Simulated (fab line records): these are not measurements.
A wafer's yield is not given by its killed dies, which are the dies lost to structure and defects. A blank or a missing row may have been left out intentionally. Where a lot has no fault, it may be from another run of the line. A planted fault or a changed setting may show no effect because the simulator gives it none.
2 desks looking at one fault	flow nand harc	each desk has only its own numbers; what lay behind them comes last

== AT THE TOOL OWNER'S DESK: rie diel-13 ==
The tool's own readings at NHARC_A_BONDPAD_ETCH_24 (etches the open film in CF4/N2, target depth 30 nm, time 72.99 s): means of the sampled wafers that have a number, for each lot that ran on this tool. Marked OUT: a lot whose mean sits more than 4 standard deviations from the usual mean, which makes it out of limits; the brackets give that distance.
Columns: A = drypump motor current A at NHARC_A_BONDPAD_ETCH_24, usual 5.7 A; B = oes product au at NHARC_A_BONDPAD_ETCH_24, usual 0.999 a.u.; C = rf vpp V at NHARC_A_BONDPAD_ETCH_24, usual 313.9 V; D = showerhead plenum p Torr at NHARC_A_BONDPAD_ETCH_24, usual 2.60 Torr; E = throttle valve pct at NHARC_A_BONDPAD_ETCH_24, usual 19.795 %
lot	first seen here	A	B	C	D	E
L332	day 25 03:32	6.1	0.998	313.1	2.52	19.796
L335	day 25 22:17	5.7	0.995	315.5	2.72	19.795
L340	day 27 12:37	5.8	0.992	313.9	2.63	19.791
L341	day 27 15:58	5.8	1.000	313.5	2.64	19.783
L347	day 30 09:52	6.1	0.987	312.8	2.51	19.796
L348	day 31 03:19	5.9	0.994	313.0	2.55	19.793
This desk's verdict: no lot among the 6 shows anything out of limits.

== FROM THE METROLOGY DESK ==
Means of the sampled wafers that have a number, per lot and without regard to the tool the lot ran on: this is what the gauges read. Marked OUT: a lot whose mean sits more than 4 standard deviations from the usual mean, which makes it out of limits; the brackets give that distance.
Columns: A = cd nm at NHARC_THIN_TSV_CD_MEAS_37, usual 5000 nm
lot	first seen here	A
L331	day 25 03:35	4996
L334	day 25 20:52	5000
L332	day 26 01:41	5000
L335	day 26 23:11	4999
L339	day 27 13:16	5002
L338	day 27 17:20	4995
L340	day 28 12:43	5002
L341	day 28 13:58	5000
L346	day 30 10:53	4996
L347	day 31 10:17	5001
L348	day 31 23:44	5001
L354	day 33 21:31	5004
This desk's verdict: no lot among the 12 shows anything out of limits.

== ALL TOGETHER ==
Nothing out of limits was seen by the tool owner's desk.
From the metrology desk's view, nothing was out of limits.

== WHAT THE SIMULATOR PUT IN ==
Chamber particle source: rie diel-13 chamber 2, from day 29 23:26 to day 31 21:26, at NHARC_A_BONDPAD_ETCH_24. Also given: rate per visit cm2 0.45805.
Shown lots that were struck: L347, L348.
